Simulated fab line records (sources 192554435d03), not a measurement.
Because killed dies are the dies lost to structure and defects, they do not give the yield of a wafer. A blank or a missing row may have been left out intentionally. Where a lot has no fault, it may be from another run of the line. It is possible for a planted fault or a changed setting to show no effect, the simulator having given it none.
Chamber matching -- flow n5_finfet -- N5_MOL_CONTACT_COAG_ALD_131 on ald_sin-02 has 4 sister chambers
The step deposits SiO2, target thk 5 nm, pulse time 1 s, co reactant pulse time 1 s. 14 wafers are shown with their chamber, then 7 later ones without.

WAFERS WITH THEIR CHAMBER
wafer,chamber,heater_power_w (W),precursor_pulse_height_rel
L076.1,3,85,0.968
L076.5,0,76,1.006
L076.6,3,88,1.019
L079.4,1,69,1.026
L079.5,1,69,1.001
L079.6,0,76,1.026
L087.1,1,67,1.000
L087.2,2,86,0.984
L087.3,3,86,0.996
L088.3,1,66,1.008
L088.4,3,88,1.000
L088.5,1,68,1.035
L090.1,3,89,0.995
L090.4,0,76,0.992

SIGNATURES (averages over the wafers above)
reading,chamber 0,chamber 1,chamber 2,chamber 3,scatter within a chamber
heater_power_w,76.00,67.80,86.00,87.20,1.33
precursor_pulse_height_rel,1.00800,1.01400,0.98400,0.99560,0.017
Rule: distance of a wafer from a chamber = root of the sum over the readings of ((wafer's reading minus chamber's mean) / reading's scatter) squared. If the next closest chamber is less than 2 further off than the closest, the wafer can't be placed; otherwise it belongs to the closest. The scatter: take each reading less its chamber's mean, square it, sum over the shown wafers, divide by the number of wafers less the number of chambers, and take the root.

WAFERS MISSING THEIR CHAMBER
wafer,heater_power_w (W),precursor_pulse_height_rel
L090.5,87,1.026
L093.1,88,1.026
L093.3,77,0.998
L093.4,87,0.982
L094.1,87,1.034
L094.4,85,1.008
L094.6,77,0.989

THE CHAMBER EACH PASSED THROUGH
wafer,from the rows above,in truth
L090.5,can't be placed: 3 or 2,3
L093.1,can't be placed: 3 or 2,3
L093.3,0,0
L093.4,can't be placed: 2 or 3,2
L094.1,can't be placed: 3 or 2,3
L094.4,can't be placed: 2 or 3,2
L094.6,0,0
Correct placement for 2 of the 7. Unplaceable from these rows: 5, with the true chamber sitting among the candidates in 5. Wrongly placed: 0.
